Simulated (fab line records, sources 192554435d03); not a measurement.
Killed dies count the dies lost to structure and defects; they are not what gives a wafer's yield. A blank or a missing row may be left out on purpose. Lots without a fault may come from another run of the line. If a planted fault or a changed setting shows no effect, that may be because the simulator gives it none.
A struck lot beside a sound one    flow n5Finfet    38 steps out of a route of 1938
Sound: the wafers L626.1, L626.2, L626.5. Struck: wafers L621.2, L621.5, L621.6. The cause is given at the end.
For every step that has rows: the tool of each side, followed by ch and its chambers, followed by its first start. Under that, the readings that differ: sound wafers    struck wafers    difference of the means    sigmas: that difference in standard deviations of wafers without a fault.
alike: words and numbers the same on both sides, and readings whose means are apart by under 2 such deviations; not compared: readings that were withheld, readings missing a value for some wafer, numbers with overlapping values and no deviation given by the record, and bounds like >300 which may hide the same value.
Wherever a step has rows on one side only, a row that says differs or no value, or a row with sigmas, the two part there. When numbers do not overlap yet have no deviation, they are printed without sigmas and do not part them. Lack of a reading on every wafer of one side parts them only where that side has two or more wafers.

first, 9 steps without rows for these wafers: N5_BEOL_M4_ANNEAL_95 (time 240 s); N5_BEOL_M4_SPUTTER_96 (material Cu, target thk 4.5 nm, time 8.29 s); N5_BEOL_M4_ECD_50 (material Cu, target thk 300 nm); N5_BEOL_M4_ANNEAL_51 (time 90 s); N5_BEOL_M4_CMP_52 (polishes, stops on SiOC, t overpolish 6.8 s, target thk 40 nm); N5_BEOL_M4_PRE_CLEAN_60 (time 15 s); N5_BEOL_M4_CO_CAP_55 (material Co, precursor CCTBA/H2, target thk 2 nm, time 102.1 s); N5_BEOL_M4_PRE_CLEAN_56 (time 15 s); N5_BEOL_M4_DEP_57 (deposits SiCN from 3MS/NH3, target thk 8 nm, time 14 s).
N5_BEOL_M4_RC_MEAS_101:
  sound on prober-02 ch 0, day 12 19:34; struck on prober-02 ch 0, day 11 20:29
  alike: DIBL_N, DIBL_P, IOFF_N, IOFF_P, ION_N, ION_P, SS_N, SS_P, VT_N, VT_P
then, 24 steps without rows for these wafers: N5_BEOL_M5_ILD_DEP_00 (deposits SiCOH lowk from DEMS/porogen, target thk 140.64 nm, time 25.9 s); N5_BEOL_M5_CURE_79 (cures SiCOH lowk, time 240 s); N5_BEOL_M5_PECVD_70 (deposits SiO2 from TEOS/O2, target thk 16 nm, time 18 s); N5_BEOL_M5_HM_DEP_02 (deposits TiN, target thk 20 nm); N5_BEOL_M5_COAT_59 (time 60 s, resist thk 60 nm); N5_BEOL_M5_COAT_60 (time 60 s, resist thk 12 nm); N5_BEOL_M5_COAT_71 (time 60 s, resist thk 5 nm); N5_BEOL_M5_COAT_05 (resist thk 30 nm); N5_BEOL_M5_EBR_07; N5_BEOL_M5_SOFTBAKE_06 (time 60 s); N5_BEOL_M5_EXPOSE_08 (exposes mask M5, target cd 28 nm); N5_BEOL_M5_PEB_09 (peb time 60 s); N5_BEOL_M5_DEVELOP_10 (develop time 30 s); N5_BEOL_M5_DESCUM_16 (chemistry O2, time 7 s); N5_BEOL_M5_ETCH_72 (etches underlayer in N2/H2, target depth 6.5 nm, time 5.2 s); N5_BEOL_M5_ETCH_61 (etches SiARC in CF4, target depth 15.6 nm, time 26 s); N5_BEOL_M5_ETCH_62 (etches SOC in N2/H2, target depth 75 nm, overetch 15 nm, time 112.5 s); N5_BEOL_M5_STRIP_63 (strips in N2/H2); N5_BEOL_M5_STRIP_73 (strips in N2/H2); N5_BEOL_M5_STRIP_64 (strips in CF4); N5_BEOL_M5_HM_OPEN_17 (chemistry Cl2/BCl3, target TiN, target depth 20 nm, overetch 6 nm); N5_BEOL_M5_STRIP_19 (strips in O2); N5_BEOL_M5_COAT_65 (time 60 s, resist thk 60 nm); N5_BEOL_M5_COAT_66 (time 60 s, resist thk 12 nm).
N5_BEOL_M8_TRENCH_ETCH_37: etches SiCOH lowk in C4F6/O2, target depth 93.478 nm, time 31.2 s.
  sound on rieDiel-05 ch 1,2,3, day 14 06:43; struck on rieDiel-01 ch 0,1,2, day 13 12:01
  no value came back on the struck wafers for any of 8 readings (C4F6_flow_sccm (sccm), O2_flow_sccm (sccm) and others); on the sound wafers C4F6_flow_sccm (sccm) reads 10.022 9.975 10.027
reading                                    sound           struck          difference  sigmas
model.TiN_of_BEOL_M8_HM_DEP_02.thkNm (nm)  17.6 17.4 17.4  20.4 20.2 20.2  +2.8        
  not compared: rfHoursCounterH
N5_BEOL_M8_OCD_MEAS_38:
  sound on ocd-02 at day 14 06:53; struck on ocd-02 at day 13 12:11
reading             sound           struck     difference  sigmas
trenchDepthNm (nm)  94.1 94.3 95.8  0.3 0.1 0  -94.6       -79
N5_BEOL_M8_CMP_52: polishes, stops on SiCOH lowk, t overpolish 6.9 s, target thk 80 nm.
  sound on cmp-04 ch 0,1,3, day 14 09:09; struck on cmp-02 ch 0,1, day 13 14:56
reading                                sound           struck     difference  sigmas
model.Cu_of_BEOL_M8_ECD_50.thkNm (nm)  79.4 79.2 81.4  0.2 0 0.6  -79.7       
  alike: edgeZonePressureFrac, motorCurrentA
-- here the record skips 3 days between the struck wafers' starts before and after, leaving off in module BEOL_M8 and picking up in module PASSIVATION (first step shown: number 1936 of the route) --
N5_PASSIVATION_PROBE_49:
  record: rows for the struck wafers here (prober-01, day 16 19:28), none for the sound ones

== WHERE THEY PART ==
At N5_BEOL_M8_TRENCH_ETCH_37 first; at N5_PASSIVATION_PROBE_49 last (within this record only).

WHY: what the simulator had put in
Whole step skipped at N5_BEOL_M8_TRENCH_ETCH_37 on rieDiel-01, starting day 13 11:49. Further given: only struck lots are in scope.
